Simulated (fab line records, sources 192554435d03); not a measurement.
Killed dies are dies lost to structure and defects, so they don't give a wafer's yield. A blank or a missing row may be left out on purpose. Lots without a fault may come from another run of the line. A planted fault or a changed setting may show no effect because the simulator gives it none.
Chamber matching | flow n5_finfet | N5_BEOL_M11_DESCUM_16 on rie_diel-06: 4 sister chambers
The step chemistry O2, time 7.9 s. 22 wafers are shown with their chamber, then 11 later ones without.

WAFERS WITH THEIR CHAMBER
wafer  | chamber | drypump_motor_current_A (A) | showerhead_plenum_p_Torr (Torr) | throttle_valve_pct (%)
L074.1 | 3       | 5.90                        | 2.22                            | 20.12
L074.2 | 0       | 5.80                        | 2.05                            | 20.59
L074.5 | 1       | 5.30                        | 2.07                            | 20.62
L076.1 | 3       | 5.88                        | 2.22                            | 20.13
L076.2 | 1       | 5.28                        | 2.07                            | 20.62
L076.4 | 2       | 5.41                        | 2.17                            | 20.27
L075.1 | 2       | 5.41                        | 2.17                            | 20.27
L075.2 | 1       | 5.30                        | 2.07                            | 20.60
L075.3 | 3       | 5.89                        | 2.22                            | 20.12
L080.4 | 2       | 5.42                        | 2.17                            | 20.29
L080.5 | 3       | 5.93                        | 2.22                            | 20.15
L080.6 | 1       | 5.34                        | 2.06                            | 20.60
L084.1 | 3       | 5.87                        | 2.21                            | 20.14
L084.2 | 2       | 5.41                        | 2.16                            | 20.30
L084.6 | 2       | 5.41                        | 2.16                            | 20.31
L085.1 | 3       | 5.90                        | 2.21                            | 20.17
L085.5 | 2       | 5.42                        | 2.16                            | 20.29
L085.6 | 1       | 5.32                        | 2.06                            | 20.62
L089.1 | 0       | 5.80                        | 2.04                            | 20.25
L089.3 | 1       | 5.31                        | 2.06                            | 20.61
L089.4 | 3       | 5.87                        | 2.21                            | 20.17
L090.3 | 2       | 5.39                        | 2.16                            | 20.31

SIGNATURES (means of the wafers above)
reading                  | chamber 0 | chamber 1 | chamber 2 | chamber 3 | scatter within a chamber
drypump_motor_current_A  | 5.8000    | 5.3083    | 5.4100    | 5.8914    | 0.0173
showerhead_plenum_p_Torr | 2.0450    | 2.0650    | 2.1643    | 2.2157    | 0.00549
throttle_valve_pct       | 20.4200   | 20.6117   | 20.2914   | 20.1429   | 0.059
Rule: a wafer's distance from a chamber is the root of the sum, over the readings, of the square of ((its reading less the chamber's mean) divided by the reading's scatter). The wafer belongs to the nearest chamber; if the next one is less than 2 further off, it can't be placed. The scatter: the root of (the sum of the squares of (reading less its chamber's mean) over the shown wafers, divided by (wafers less chambers)).

WAFERS WITHOUT THEIR CHAMBER
wafer  | drypump_motor_current_A (A) | showerhead_plenum_p_Torr (Torr) | throttle_valve_pct (%)
L090.5 | 5.87                        | 2.21                            | 20.16
L090.6 | 5.81                        | 2.04                            | 20.28
L091.1 | 5.77                        | 2.04                            | 20.26
L091.4 | 5.91                        | 2.20                            | 20.18
L091.5 | 5.41                        | 2.16                            | 20.33
L097.1 | 5.32                        | 2.06                            | 20.24
L097.2 | 5.42                        | 2.15                            | 20.34
L097.3 | 5.79                        | 2.04                            | 20.26
L095.3 | 5.29                        | 2.06                            | 20.25
L095.5 | 5.91                        | 2.20                            | 20.18
L095.6 | 5.79                        | 2.04                            | 20.27

WHICH CHAMBER EACH WENT THROUGH
wafer  | from the rows above | in truth
L090.5 | 3                   | 3
L090.6 | 0                   | 0
L091.1 | 0                   | 0
L091.4 | 3                   | 3
L091.5 | 2                   | 2
L097.1 | 1                   | 1
L097.2 | 2                   | 2
L097.3 | 0                   | 0
L095.3 | 1                   | 1
L095.5 | 3                   | 3
L095.6 | 0                   | 0
Placed correctly: 11 of 11. Can't be placed from these rows: 0. Placed wrongly: 0.
